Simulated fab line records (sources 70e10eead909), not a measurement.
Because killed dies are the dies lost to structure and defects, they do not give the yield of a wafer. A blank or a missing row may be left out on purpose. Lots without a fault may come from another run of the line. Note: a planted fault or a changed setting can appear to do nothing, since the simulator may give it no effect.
fab line records | flow nandHarc
record: lots: 7 wafers: 21 lastDay: 24
route steps=1159 shown A_STAIRCASE@583 END@1159
lots that met no fault: from a run of the same line without faults
startH: hours from the record's opening day to when the first of the lot's shown wafers began | waitH: how many hours have passed since the lot's step before this one | " the same as in the row above | L1.1+2: one row covering several wafers at once | - no value present, or no start provided | * or withheld: withheld | < > ~ a bound
route shown NAME@n: names a module that has steps shown in the file, with the first one's number in the route | usual: mean/standard deviation of fault-free wafers | same: alike in all rows | chamber/n: place in a boat | sites: per-site readings | _std_site: the standard deviation of these | _edge_site: mean of outer sites minus mean of inner sites | radiusMm: how far each site lies from the wafer's centre | mask NAME#n: copy n | behind: tool/chamber where the wafer was last shaped | hold: what put the lot on hold/how long, in hours/how the hold closed | device: the transistor (n, p or np) that didn't switch | end of line: the route-end tests of the same wafers | a step without rows: its recipe alone | killed: dies lost to structure and defects at the first sort, not the wafer's yield | map: per-die view of a wafer (x killed, . not killed, _ where there is no die)
set.NAME: the setting that was run; set.NAME@STEP: the one run at that earlier step | model.NAME: the simulator's own value behind a step, which no gauge read
lots at selected steps of the route; one table per step, one row per wafer
services: from which hour (startH, from the record's first day; less than 0 if before it) a tool's chamber was out of use, for how many hours, and why
== steps ==
step: NHARC_A_STAIRCASE_TRIM_189
recipe: timeS: 211.2 o2FlowSccm: 500 arFlowSccm: 0 biasW: 0 chemistry: O2
step: NHARC_A_STAIRCASE_ETCH_190
recipe: targetDepthA: 1000 timeS: 40.5 ionEnergyEv: 400 c4f8FlowSccm: 20 o2FlowSccm: 10 arFlowSccm: withheld rfW: 600 biasW: 1000 chemistry: C4F8/O2
step: NHARC_A_STAIRCASE_TRIM_191
recipe: timeS: 211.2 o2FlowSccm: 500 arFlowSccm: 0 biasW: 0 chemistry: O2
step: NHARC_A_STAIRCASE_ETCH_192
recipe: targetDepthA: 1000 timeS: 40.5 ionEnergyEv: 400 c4f8FlowSccm: 20 o2FlowSccm: 10 arFlowSccm: withheld rfW: 600 biasW: 1000 chemistry: C4F8/O2
step: NHARC_A_STAIRCASE_TRIM_193
recipe: timeS: 211.2 o2FlowSccm: 500 arFlowSccm: 0 biasW: 0 chemistry: O2
step: NHARC_A_STAIRCASE_ETCH_194
recipe: targetDepthA: 1000 timeS: 40.5 ionEnergyEv: 400 c4f8FlowSccm: 20 o2FlowSccm: 10 arFlowSccm: withheld rfW: 600 biasW: 1000 chemistry: C4F8/O2
step: NHARC_A_STAIRCASE_TRIM_196
recipe: timeS: 211.2 o2FlowSccm: 500 arFlowSccm: 0 biasW: 0 chemistry: O2
usual: chamberPressureMTorr: 60.00/0.047 drypumpMotorCurrentA: 5.7/0.39 oesProductAu: 0.994/0.013 rfVppV: 58.0/0.92 showerheadPlenumPTorr: 3.60/0.14 throttleValvePct: 17.036/0.0088
columns lot.wafer tool chamber startH waitH chamberPressureMTorr drypumpMotorCurrentA oesProductAu rfHoursCounterH rfVppV showerheadPlenumPTorr throttleValvePct
L749.3 rieDiel-06 0 251.42 0.1 59.97 5.6 0.995 0 56.8 3.61 17.027
L749.5 " 0 " " 59.99 5.6 1.003 - 57.4 3.61 17.026
L749.4 " 1 " " 60.03 5.6 0.987 - 57.8 3.45 17.046
L750.3 rieDiel-13 0 263.78 0.1 60.14 5.9 0.991 60 58.2 3.28 17.041
L750.1 " 2 " " 60.10 5.4 0.981 59 58.4 3.48 17.035
L750.6 " 0 " " 59.92 5.9 1.003 - 56.0 3.28 17.031
L758.4 rieDiel-13 2 320.23 0.1 59.97 5.3 0.996 9 58.8 3.47 17.038
L758.1 " 3 " " 59.98 5.5 0.998 12 56.7 3.29 17.017
L758.6 " 2 " " 60.04 5.3 0.989 - 58.6 3.47 17.045
L761.2 rieDiel-06 1 329.50 0.1 60.06 5.7 0.990 27 56.9 3.43 17.039
L761.4 " 3 " " 60.05 4.8 0.986 27 56.7 3.67 17.029
L761.5 " 0 " " 59.98 5.7 0.998 - 57.9 3.59 17.041
L762.4 rieDiel-07 3 329.69 0.1 60.09 5.8 1.025 35 58.3 3.59 17.030
L762.3 " 0 " " 60.06 5.3 1.009 34 58.0 3.70 17.017
L762.1 " 2 " " 59.99 6.3 0.980 35 58.1 3.79 17.041
L766.3 rieDiel-06 3 364.42 0.1 59.97 4.8 0.992 40 59.1 3.67 17.050
L766.4 " 0 " " 59.87 5.6 0.987 41 57.0 3.58 17.033
L766.5 " 3 " " 60.06 4.8 0.978 - 57.6 3.67 17.041
L770.2 rieDiel-13 1 376.37 0.1 60.00 6.1 0.982 36 58.7 3.51 17.040
L770.1 " 3 " " 60.08 5.5 0.996 34 57.4 3.28 17.041
L770.5 " 1 " " 60.05 6.1 0.975 - 57.0 3.51 17.034
step: NHARC_A_STAIRCASE_ETCH_197
recipe: targetDepthA: 1000 timeS: 40.5 ionEnergyEv: 400 c4f8FlowSccm: 20 o2FlowSccm: 10 arFlowSccm: withheld rfW: 600 biasW: 1000 chemistry: C4F8/O2
usual: biasW: 1000.0/2.8 chamberPressureMTorr: 25.003/0.021 oesProductAu: 0.938/0.018 rfVppV: 899/5.2
columns lot.wafer tool chamber startH waitH biasW chamberPressureMTorr oesProductAu rfHoursCounterH rfVppV
L749.3 rieDiel-06 1 - - 1003.3 25.037 0.942 0 893
L749.5 " 3 " " 999.6 24.984 0.946 - 901
L749.4 " 0 " " 999.4 25.012 0.956 - 898
L750.1 rieDiel-13 2 - - 999.6 24.994 0.918 59 893
L750.3 " 0 " " 1000.9 25.035 0.922 60 886
L750.6 " 1 " " 1001.1 25.014 0.932 - 896
L758.4 rieDiel-13 0 - - 1000.0 24.953 0.939 11 906
L758.1 " 2 " " 996.9 24.990 0.932 9 895
L758.6 " 0 " " 1002.7 25.030 0.942 - 907
L761.4 rieDiel-06 0 - - 998.4 25.010 0.946 29 898
L761.2 " 1 " " 1001.9 24.997 0.925 27 893
L761.5 " 0 " " 998.5 25.001 0.951 - 897
L762.4 rieDiel-07 2 - - 1001.5 25.022 0.926 35 906
L762.1 " 3 " " 1001.5 25.025 0.954 35 898
L762.3 " 0 " " 1002.9 24.991 0.939 34 902
L766.4 rieDiel-06 2 - - 998.3 24.966 0.951 37 902
L766.3 " 3 " " 1001.0 24.963 0.935 41 899
L766.5 " 2 " " 999.7 24.986 0.954 - 903
L770.1 rieDiel-13 0 - - 999.2 24.978 0.934 36 907
L770.2 " 1 " " 1001.6 25.021 0.915 36 896
L770.5 " 0 " " 999.7 24.976 0.923 - 906
step: NHARC_A_STAIRCASE_TRIM_198
recipe: timeS: 211.2 o2FlowSccm: 500 arFlowSccm: 0 biasW: 0 chemistry: O2
usual: chamberPressureMTorr: 60.00/0.056 drypumpMotorCurrentA: 5.7/0.4 oesProductAu: 0.994/0.012 rfVppV: 57.9/0.91 showerheadPlenumPTorr: 3.60/0.14 throttleValvePct: 17.037/0.009
columns lot.wafer tool chamber startH waitH chamberPressureMTorr drypumpMotorCurrentA oesProductAu rfHoursCounterH rfVppV showerheadPlenumPTorr throttleValvePct
L749.3 rieDiel-06 1 - - 60.04 5.7 0.978 0 57.5 3.45 17.018
L749.5 " 0 " " 60.04 5.6 0.991 - 56.8 3.61 17.035
L749.4 " 1 " " 60.01 5.7 0.979 - 57.5 3.45 17.025
L750.3 rieDiel-13 1 - - 60.01 6.1 1.007 60 58.8 3.53 17.030
L750.1 " 3 " " 59.96 5.5 1.000 57 58.4 3.30 17.038
L750.6 " 0 " " 60.07 5.9 0.999 - 55.9 3.28 17.031
L758.1 rieDiel-13 3 - - 59.91 5.5 0.997 12 57.2 3.29 17.043
L758.4 " 2 " " 60.05 5.3 0.999 9 57.6 3.47 17.044
L758.6 " 0 " " 59.96 5.9 0.994 - 58.5 3.80 17.024
L761.4 rieDiel-06 2 - - 60.06 5.5 1.004 25 56.8 3.70 17.039
L761.2 " 3 " " 59.95 4.8 0.980 27 58.2 3.67 17.045
L761.5 " 3 " " 60.02 4.8 0.988 - 59.4 3.67 17.047
L762.3 rieDiel-07 3 - - 59.90 5.8 1.024 35 57.1 3.59 17.042
L762.1 " 0 " " 59.88 5.3 1.000 34 58.6 3.70 17.029
L762.4 " 1 " " 59.97 5.9 0.989 34 59.3 3.56 17.031
L766.3 rieDiel-06 2 - - 60.00 5.5 1.000 38 58.2 3.69 17.021
L766.4 " 0 " " 60.05 5.6 0.988 41 58.0 3.58 17.035
L766.5 " 2 " " 60.04 5.5 0.999 - 58.0 3.69 17.015
L770.1 rieDiel-13 2 - - 60.04 5.4 0.986 23 56.9 3.46 17.032
L770.2 " 3 " " 59.98 5.5 1.001 34 57.5 3.28 17.033
L770.5 " 0 " " 60.00 5.9 0.991 - 58.8 3.79 17.050
step: NHARC_A_STAIRCASE_ETCH_199
recipe: targetDepthA: 1000 timeS: 40.5 ionEnergyEv: 400 c4f8FlowSccm: 20 o2FlowSccm: 10 arFlowSccm: withheld rfW: 600 biasW: 1000 chemistry: C4F8/O2
usual: biasW: 1000/3.2 chamberPressureMTorr: 25.005/0.021 oesProductAu: 0.939/0.014 rfVppV: 898/5.2
columns lot.wafer tool chamber startH waitH biasW chamberPressureMTorr oesProductAu rfHoursCounterH rfVppV
L749.3 rieDiel-06 0 - - 999 25.016 0.941 0 897
L749.4 " 3 " " 1000 24.976 0.946 - 903
L749.5 " 1 " " 994 24.965 0.936 - 893
L750.3 rieDiel-13 2 - - 1001 25.020 0.932 60 894
L750.1 " 0 " " 997 25.000 0.929 60 885
L750.6 " 2 " " 998 25.057 0.936 - 894
L758.4 rieDiel-13 0 - - 1000 25.028 0.934 11 906
L758.1 " 1 " " 996 24.991 0.928 12 895
L758.6 " 3 " " 1000 25.044 0.932 - 885
L761.2 rieDiel-06 3 - - 999 24.972 0.929 27 901
L761.4 " 0 " " 997 25.004 0.948 29 899
L761.5 " 1 " " 1001 25.009 0.943 - 894
L762.1 rieDiel-07 2 - - 1005 24.983 0.923 35 906
L762.4 " 3 " " 1001 24.964 0.959 35 897
L762.3 " 0 " " 994 24.996 0.937 34 903
L766.4 rieDiel-06 1 - - 1000 25.043 0.927 39 892
L766.3 " 3 " " 994 25.012 0.935 41 900
L766.5 " 1 " " 1002 25.019 0.928 - 893
L770.1 rieDiel-13 3 - - 1002 25.034 0.948 34 887
L770.2 " 1 " " 1006 24.996 0.916 36 895
L770.5 " 2 " " 999 24.993 0.949 - 893
step: NHARC_A_STAIRCASE_TRIM_200
recipe: timeS: 211.2 o2FlowSccm: 500 arFlowSccm: 0 biasW: 0 chemistry: O2
step: NHARC_A_STAIRCASE_ETCH_201
recipe: targetDepthA: 1000 timeS: 40.5 ionEnergyEv: 400 c4f8FlowSccm: 20 o2FlowSccm: 10 arFlowSccm: withheld rfW: 600 biasW: 1000 chemistry: C4F8/O2
usual: biasW: 1000/3.1 chamberPressureMTorr: 25.003/0.023 oesProductAu: 0.937/0.013 rfVppV: 898/5.1
columns lot.wafer tool chamber startH waitH biasW chamberPressureMTorr oesProductAu rfHoursCounterH rfVppV
L749.3 rieDiel-06 0 252.17 - 1001 24.995 0.940 0 899
L749.5 " 0 " " 1005 25.000 0.940 - 899
L749.4 " 1 " " 1002 24.980 0.929 - 894
L750.3 rieDiel-13 2 264.52 - 1000 24.992 0.942 60 895
L750.1 " 0 " " 998 24.995 0.928 60 887
L750.6 " 3 " " 989 24.983 0.928 - 887
L758.1 rieDiel-13 1 320.88 - - - - - -
L758.4 " 2 " " - - - - -
L758.6 " 0 " " - - - - -
L761.4 rieDiel-06 1 330.14 - - - - - -
L761.2 " 3 " " - - - - -
L761.5 " 1 " " - - - - -
L762.4 rieDiel-07 3 330.55 - - - - - -
L762.3 " 0 " " - - - - -
L762.1 " 1 " " - - - - -
L766.3 rieDiel-06 3 365.13 - 997 25.020 0.945 41 900
L766.4 " 1 " " 996 24.978 0.926 39 893
L766.5 " 3 " " 1000 24.990 0.945 - 901
L770.1 rieDiel-13 2 377.01 - 998 24.982 0.949 23 895
L770.2 " 0 " " 997 25.027 0.934 36 905
L770.5 " 1 " " 993 24.998 0.916 - 896
step: NHARC_A_STAIRCASE_TRIM_202
recipe: timeS: 211.2 o2FlowSccm: 500 arFlowSccm: 0 biasW: 0 chemistry: O2
usual: chamberPressureMTorr: 60.00/0.055 drypumpMotorCurrentA: 5.7/0.39 oesProductAu: 0.996/0.013 rfVppV: 58.0/0.88 showerheadPlenumPTorr: 3.60/0.14 throttleValvePct: 17.036/0.0085
columns lot.wafer tool chamber startH waitH chamberPressureMTorr drypumpMotorCurrentA oesProductAu rfHoursCounterH rfVppV showerheadPlenumPTorr throttleValvePct
L749.3 rieDiel-06 3 - - 60.01 4.8 0.989 0 57.0 3.69 17.029
L749.5 " 1 " " 59.98 5.7 0.985 - 58.8 3.45 17.033
L749.4 " 3 " " 60.09 4.8 0.988 - 56.9 3.69 17.041
L750.3 rieDiel-13 3 - - 59.94 5.5 0.997 57 57.4 3.30 17.037
L750.1 " 0 " " 59.87 5.9 0.993 60 57.2 3.28 17.037
L750.6 " 3 " " 60.03 5.5 0.995 - 59.2 3.30 17.038
L758.4 rieDiel-13 2 - - 59.95 5.3 0.992 9 57.2 3.47 17.026
L758.1 " 1 " " 59.99 6.1 0.978 12 59.0 3.52 17.047
L758.6 " 2 " " 60.02 5.4 0.989 - 59.7 3.47 17.045
L761.4 rieDiel-06 1 - - 59.98 5.7 0.988 27 56.2 3.43 17.017
L761.2 " 3 " " 60.04 4.8 0.990 27 59.2 3.67 17.041
L761.5 " 1 " " 59.96 5.7 0.994 - 58.0 3.43 17.023
L762.1 rieDiel-07 3 - - 59.96 5.8 1.015 35 58.1 3.59 17.034
L762.3 " 0 " " 60.07 5.3 1.004 34 58.4 3.70 17.029
L762.4 " 1 " " 60.02 5.9 0.994 34 57.7 3.56 17.049
L766.3 rieDiel-06 1 - - 59.95 5.7 0.974 39 57.8 3.43 17.031
L766.4 " 2 " " 59.91 5.5 1.001 38 56.7 3.69 17.036
L766.5 " 1 " " 60.02 5.7 0.981 - 57.4 3.43 17.034
L770.1 rieDiel-13 3 - - 59.99 5.5 1.005 35 57.1 3.28 17.046
L770.2 " 0 " " 59.99 5.9 0.990 36 57.8 3.79 17.036
L770.5 " 3 " " 59.97 5.5 0.993 - 56.6 3.28 17.026
step: NHARC_END_SORT_01
recipe: tempC: 25
usual: killedAtArray: 25/7.8 killedAtOther: 0.6/0.81 killedAtPeriphery: 3.3/2.2 killedDies: 29/8.2 killedOpen: 3.5/1.9 killedShort: 1.8/1.3
same: grossDies: 677
columns lot.wafer tool chamber startH waitH killedAtArray killedAtOther killedAtPeriphery killedDies killedOpen killedShort
L758.1 prober-02 0 531.25 2.5 674 0 3 677 3 1
L758.4 prober-02 0 533.64 3.4 674 2 1 677 3 1
L758.6 prober-02 0 535.24 4.0 674 1 2 677 4 1
L761.2 prober-01 0 532.07 2.8 669 2 6 677 5 4
L761.4 prober-01 0 533.65 3.4 675 0 2 677 3 1
L761.5 prober-01 0 534.44 3.7 676 1 0 677 2 3
L762.1 prober-01 0 539.07 2.5 670 0 7 677 5 4
L762.3 prober-01 0 540.66 3.1 674 0 3 677 4 0
L762.4 prober-01 0 541.46 3.4 666 0 11 677 5 1
killed by level:class
L758.1 A_STAIRCASE:areaEtch=643 A_CHANNEL_HOLE_D1:chamberFilmFlake=11 A_SLIT:chamberFilmFlake=11 A_CONTACT:chamberFilmFlake=5 A_ZERO_WELL:chamberFilmFlake=2 P_GATE:geometricParticle:open=1 P_M0:geometricParticle:open=1 A_WL_FILL:geometricParticle:short=1
L761.2 A_STAIRCASE:areaEtch=653 A_CONTACT:chamberFilmFlake=7 A_CHANNEL_HOLE_D1:chamberFilmFlake=5 P_CONTACT:geometricParticle:open=3 P_M0:geometricParticle:short=1 P_BONDPAD:geometricParticle:open=1 A_CHANNEL_HOLE_D1:geometricParticle:open=1 A_CHANNEL_HOLE_D1:geometricParticle:short=1
L758.4 A_STAIRCASE:areaEtch=644 A_SLIT:chamberFilmFlake=14 A_CHANNEL_HOLE_D1:chamberFilmFlake=7 A_CONTACT:chamberFilmFlake=5 P_GATE:geometricParticle:open=1 A_CHANNEL_FILL_D1:geometricParticle:short=1 A_BLC:geometricParticle:open=1 A_M0:geometricParticle:open=1
L761.4 A_STAIRCASE:areaEtch=668 A_CONTACT:chamberFilmFlake=4 P_GATE:geometricParticle:open=1 P_M0:geometricParticle:open=1 A_STAIRCASE:geometricParticle:open=1 A_WL_FILL:geometricParticle:short=1 A_CHANNEL_HOLE_D1:chamberFilmFlake=1
L761.5 A_STAIRCASE:areaEtch=664 A_CONTACT:chamberFilmFlake=5 A_CHANNEL_HOLE_D1:chamberFilmFlake=3 A_WL_FILL:geometricParticle:short=2 A_CONTACT:geometricParticle:open=1 A_BLC:geometricParticle:open=1 STARTING-WAFER:geometricParticle:short=1
L758.6 A_STAIRCASE:areaEtch=638 A_SLIT:chamberFilmFlake=16 A_CHANNEL_HOLE_D1:chamberFilmFlake=13 A_CHANNEL_FILL_D1:chamberFilmFlake=2 P_GATE:geometricParticle:open=1 P_M0:geometricParticle:open=1 A_SGD_CUT:geometricParticle:open=1 A_WL_FILL:geometricParticle:open=1
L762.1 A_STAIRCASE:areaEtch=620 A_SLIT:chamberFilmFlake=17 A_CHANNEL_HOLE_D1:chamberFilmFlake=16 P_M1:chamberFilmFlake=6 A_CONTACT:geometricParticle:short=3 A_CONTACT:chamberFilmFlake=3 A_CONTACT:geometricParticle:open=2 A_STAIRCASE:chamberFilmFlake=2
L762.3 A_STAIRCASE:areaEtch=644 A_SLIT:chamberFilmFlake=13 A_CHANNEL_HOLE_D1:chamberFilmFlake=7 A_ZERO_WELL:chamberFilmFlake=3 A_CONTACT:chamberFilmFlake=3 P_CONTACT:geometricParticle:open=1 P_M0:geometricParticle:open=1 A_ONON_D1:geometricParticle:open=1
L762.4 A_STAIRCASE:areaEtch=627 A_SLIT:chamberFilmFlake=16 A_CHANNEL_HOLE_D1:chamberFilmFlake=15 P_M1:chamberFilmFlake=8 A_CONTACT:geometricParticle:open=2 A_CONTACT:chamberFilmFlake=2 P_GATE:geometricParticle:open=1 P_CONTACT:geometricParticle:open=1
map L758.1 (x killed, . not)
____________x____________
_________xxxxxxx_________
_______xxxxxxxxxxx_______
______xxxxxxxxxxxxx______
_____xxxxxxxxxxxxxxx_____
____xxxxxxxxxxxxxxxxx____
____xxxxxxxxxxxxxxxxx____
___xxxxxxxxxxxxxxxxxxx___
___xxxxxxxxxxxxxxxxxxx___
__xxxxxxxxxxxxxxxxxxxxx__
__xxxxxxxxxxxxxxxxxxxxx__
_xxxxxxxxxxxxxxxxxxxxxxx_
_xxxxxxxxxxxxxxxxxxxxxxx_
_xxxxxxxxxxxxxxxxxxxxxxx_
_xxxxxxxxxxxxxxxxxxxxxxx_
_xxxxxxxxxxxxxxxxxxxxxxx_
xxxxxxxxxxxxxxxxxxxxxxxxx
xxxxxxxxxxxxxxxxxxxxxxxxx
xxxxxxxxxxxxxxxxxxxxxxxxx
xxxxxxxxxxxxxxxxxxxxxxxxx
xxxxxxxxxxxxxxxxxxxxxxxxx
_xxxxxxxxxxxxxxxxxxxxxxx_
_xxxxxxxxxxxxxxxxxxxxxxx_
_xxxxxxxxxxxxxxxxxxxxxxx_
_xxxxxxxxxxxxxxxxxxxxxxx_
_xxxxxxxxxxxxxxxxxxxxxxx_
__xxxxxxxxxxxxxxxxxxxxx__
__xxxxxxxxxxxxxxxxxxxxx__
___xxxxxxxxxxxxxxxxxxx___
___xxxxxxxxxxxxxxxxxxx___
____xxxxxxxxxxxxxxxxx____
____xxxxxxxxxxxxxxxxx____
_____xxxxxxxxxxxxxxx_____
______xxxxxxxxxxxxx______
_______xxxxxxxxxxx_______
_________xxxxxxx_________
____________x____________
map L761.2 (x killed, . not)
____________x____________
_________xxxxxxx_________
_______xxxxxxxxxxx_______
______xxxxxxxxxxxxx______
_____xxxxxxxxxxxxxxx_____
____xxxxxxxxxxxxxxxxx____
____xxxxxxxxxxxxxxxxx____
___xxxxxxxxxxxxxxxxxxx___
___xxxxxxxxxxxxxxxxxxx___
__xxxxxxxxxxxxxxxxxxxxx__
__xxxxxxxxxxxxxxxxxxxxx__
_xxxxxxxxxxxxxxxxxxxxxxx_
_xxxxxxxxxxxxxxxxxxxxxxx_
_xxxxxxxxxxxxxxxxxxxxxxx_
_xxxxxxxxxxxxxxxxxxxxxxx_
_xxxxxxxxxxxxxxxxxxxxxxx_
xxxxxxxxxxxxxxxxxxxxxxxxx
xxxxxxxxxxxxxxxxxxxxxxxxx
xxxxxxxxxxxxxxxxxxxxxxxxx
xxxxxxxxxxxxxxxxxxxxxxxxx
xxxxxxxxxxxxxxxxxxxxxxxxx
_xxxxxxxxxxxxxxxxxxxxxxx_
_xxxxxxxxxxxxxxxxxxxxxxx_
_xxxxxxxxxxxxxxxxxxxxxxx_
_xxxxxxxxxxxxxxxxxxxxxxx_
_xxxxxxxxxxxxxxxxxxxxxxx_
__xxxxxxxxxxxxxxxxxxxxx__
__xxxxxxxxxxxxxxxxxxxxx__
___xxxxxxxxxxxxxxxxxxx___
___xxxxxxxxxxxxxxxxxxx___
____xxxxxxxxxxxxxxxxx____
____xxxxxxxxxxxxxxxxx____
_____xxxxxxxxxxxxxxx_____
______xxxxxxxxxxxxx______
_______xxxxxxxxxxx_______
_________xxxxxxx_________
____________x____________
== services ==
columns tool chamber startH hours kind
rieDiel-07 - 228.74 9.0 pm
rieDiel-13 0 231.90 - clean
rieDiel-13 1 231.90 - clean
rieDiel-13 2 231.90 - clean
rieDiel-13 3 231.90 - clean
rieDiel-06 2 239.20 17.2 repair
rieDiel-06 - 241.58 9.0 pm
rieDiel-06 0 241.58 9.0 ventCycle
rieDiel-06 1 241.58 9.0 ventCycle
rieDiel-06 3 241.58 9.0 ventCycle
rieDiel-06 0 250.58 - clean
rieDiel-06 0 250.58 - consumableReplace:focusRing
rieDiel-06 1 250.58 - clean
rieDiel-06 3 250.58 - clean
rieDiel-13 0 256.73 - clean
rieDiel-13 1 256.73 - clean
rieDiel-13 2 256.73 - clean
rieDiel-13 - 276.13 9.0 pm
rieDiel-13 2 286.64 8.8 repair
rieDiel-06 1 303.21 7.4 repair
rieDiel-07 1 304.31 1.4 repair
rieDiel-06 - 323.32 2.1 repair
rieDiel-07 - 325.65 0.8 repair
rieDiel-06 0 338.06 2.3 repair
== key ==
firstSign: step: NHARC_A_STAIRCASE_ETCH_201 reading: toolRecord direction: missing
effect: step: NHARC_END_SORT_01 reading: killedAtArray direction: up sigmas: 83 usual: 25 struck: 672
moreKillsBornAt: NHARC_A_STAIRCASE_ETCH_201@rieDiel-06: 1985 NHARC_A_STAIRCASE_ETCH_201@rieDiel-13: 1925 NHARC_A_STAIRCASE_ETCH_201@rieDiel-07: 1891
metAt NHARC_A_STAIRCASE_ETCH_201
struckWafers L758.1,L758.4,L758.6,L761.2,L761.4,L761.5,L762.1,L762.3,L762.4
laterRowsLeftOut L758.1,L758.4,L758.6,L761.2,L761.4,L761.5,L762.1,L762.3,L762.4
testerLeftOut L758,L761,L762
onsetBetween 264.52 320.88
fault: kind: skippedStepWhole tool: rieDiel-06,rieDiel-07,rieDiel-13 chamber: - onsetH: 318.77 steps: NHARC_A_STAIRCASE_ETCH_201 scope: struckLotsOnly
testerLeftOut: of these lots the tester's yield and bins aren't shown, on N5 and GAA mostly nor the transistor test; their killed dies are dies lost to structure and defects alone, not to doping, threshold or leakage, so they don't give the yield
laterRowsLeftOut: the simulator's readings of these wafers behind a module that went badly wrong aren't trusted and aren't shown, but for the sort
